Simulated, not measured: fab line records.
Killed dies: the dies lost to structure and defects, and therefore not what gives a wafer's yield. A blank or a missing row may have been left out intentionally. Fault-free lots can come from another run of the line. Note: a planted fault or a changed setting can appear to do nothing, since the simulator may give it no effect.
Check of tool commonality + flow nand_harc + Sample size 13 lots and 48 wafers

## THE REASON FOR OPENING IT
At NHARC_P_M2_OVL_MEAS_10 the reading overlay_x_nm is flagged on 3 of 13 lots. Fault-free wafers read 0.3 nm, with a standard deviation of 0.66.
Rule: a lot is flagged when every wafer of it that has a number lies more than 4 standard deviations from that mean, or none has a number. As for the other lots, they are considered sound.

| lot  | measured     | on         | overlay_x_nm (nm), wafer by wafer | flag    |
|------|--------------|------------|-----------------------------------|---------|
| L770 | day 6 13:59  | overlay-02 | 0.8 1.6 0.9                       |         |
| L771 | day 6 22:28  | overlay-02 | -0.2 -0.1 0.1                     |         |
| L772 | day 7 03:15  | overlay-01 | -0.2 -0.2 -0.2                    |         |
| L773 | day 7 14:35  | overlay-02 | -0.4 -0.5 -0.1                    |         |
| L774 | day 8 10:50  | overlay-01 | 1.0 1.0 0.8                       |         |
| L777 | day 9 17:38  | overlay-02 | 38.4 38.4 37.9 38.1 37.5 38.1     | FLAGGED |
| L782 | day 11 07:52 | overlay-01 | 0.9 0.6 0.2                       |         |
| L784 | day 12 09:11 | overlay-02 | 37.4 37.6 37.4 37.6 36.9 37.6     | FLAGGED |
| L783 | day 12 11:43 | overlay-01 | 38.0 38.3 38.0 38.3 38.1 38.1     | FLAGGED |
| L786 | day 13 04:48 | overlay-02 | 0.0 0.7 0.4                       |         |
| L788 | day 13 19:27 | overlay-02 | 1.1 1.3 1.9                       |         |
| L791 | day 14 23:30 | overlay-02 | -0.1 0.0 -0.6                     |         |
| L793 | day 15 21:46 | overlay-02 | -1.0 -0.4 -0.7                    |         |
The mean of the flagged lots' numbers is 37.9 nm, +37.6 nm from the usual (+57 standard deviations).

## WHICH TOOL EACH LOT WENT THROUGH
The record holds 2 process steps before the reading, out of a route of 1302 steps. Read each cell as the tool, then ch plus the chambers that the sampled wafers visited, then the start.
| lot  | flag    | NHARC_P_M1_ANNEAL_31             | NHARC_P_M2_EXPOSE_06               |
|------|---------|----------------------------------|------------------------------------|
| L770 |         | rtp_anneal-01 ch 0, day 6 11:43  | arfi_scanner-03 ch 0, day 6 13:45  |
| L771 |         | rtp_anneal-02 ch 0, day 6 20:08  | arfi_scanner-03 ch 0, day 6 22:14  |
| L772 |         | rtp_anneal-02 ch 0, day 7 00:54  | arfi_scanner-03 ch 0, day 7 03:01  |
| L773 |         | rtp_anneal-01 ch 0, day 7 12:15  | arfi_scanner-01 ch 0, day 7 14:21  |
| L774 |         | rtp_anneal-02 ch 0, day 8 08:33  | arfi_scanner-03 ch 0, day 8 10:37  |
| L777 | FLAGGED | rtp_anneal-02 ch 0, day 9 15:20  | arfi_scanner-03 ch 0, day 9 17:24  |
| L782 |         | rtp_anneal-02 ch 0, day 11 05:34 | arfi_scanner-01 ch 0, day 11 07:38 |
| L784 | FLAGGED | rtp_anneal-02 ch 0, day 12 07:01 | arfi_scanner-03 ch 0, day 12 08:58 |
| L783 | FLAGGED | rtp_anneal-01 ch 0, day 12 09:33 | arfi_scanner-03 ch 0, day 12 11:29 |
| L786 |         | rtp_anneal-02 ch 0, day 13 02:24 | arfi_scanner-01 ch 0, day 13 04:35 |
| L788 |         | rtp_anneal-01 ch 0, day 13 17:10 | arfi_scanner-01 ch 0, day 13 19:13 |
| L791 |         | rtp_anneal-01 ch 0, day 14 21:13 | arfi_scanner-01 ch 0, day 14 23:17 |
| L793 |         | rtp_anneal-01 ch 0, day 15 19:32 | arfi_scanner-02 ch 0, day 15 21:33 |
What is done by these steps:
- NHARC_P_M1_ANNEAL_31: time 90 s.
- NHARC_P_M2_EXPOSE_06: exposes mask P M2, target cd 170 nm.
- NHARC_P_M2_OVL_MEAS_10: pitch 340 nm.

## FLAGGED OVER TOTAL, TOOL BY TOOL (the gauges that took the reading come last)
| step                   | tool            | lots run | flagged | share of the flagged lots | sound lots run after its first flagged lot |
|------------------------|-----------------|----------|---------|---------------------------|--------------------------------------------|
| NHARC_P_M1_ANNEAL_31   | rtp_anneal-01   | 6        | 1       | some                      | 3 (L788,L791,L793)                         |
| NHARC_P_M1_ANNEAL_31   | rtp_anneal-02   | 7        | 2       | some                      | 2 (L782,L786)                              |
| NHARC_P_M2_EXPOSE_06   | arfi_scanner-01 | 5        | 0       | none                      | -                                          |
| NHARC_P_M2_EXPOSE_06   | arfi_scanner-02 | 1        | 0       | none                      | -                                          |
| NHARC_P_M2_EXPOSE_06   | arfi_scanner-03 | 7        | 3       | all                       | 0                                          |
| NHARC_P_M2_OVL_MEAS_10 | overlay-01      | 4        | 1       | some                      | 0                                          |
| NHARC_P_M2_OVL_MEAS_10 | overlay-02      | 9        | 2       | some                      | 4 (L786,L788,L791,L793)                    |

## WHAT IS ALLOWED BY THE TABLE
In the table, 1 row covers all flagged lots: arfi_scanner-03 at NHARC_P_M2_EXPOSE_06.
- arfi_scanner-03 at NHARC_P_M2_EXPOSE_06: 3 of its 7 lots flagged. A fault beginning between L774 (day 8 10:37), its last sound lot, and L777 (day 9 17:24), its first flagged one, fits the data.
Left over: one tool, arfi_scanner-03 at NHARC_P_M2_EXPOSE_06.

## WHAT THE SIMULATOR HAD PUT IN
Scanner matching overlay: arfi_scanner-03, from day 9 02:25 on, at NHARC_P_M2_EXPOSE_06. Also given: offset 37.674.
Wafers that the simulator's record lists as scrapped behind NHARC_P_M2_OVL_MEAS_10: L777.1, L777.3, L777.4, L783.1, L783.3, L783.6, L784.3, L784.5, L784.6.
Shown lots that were struck: L777, L784, L783. The rule above found the same.
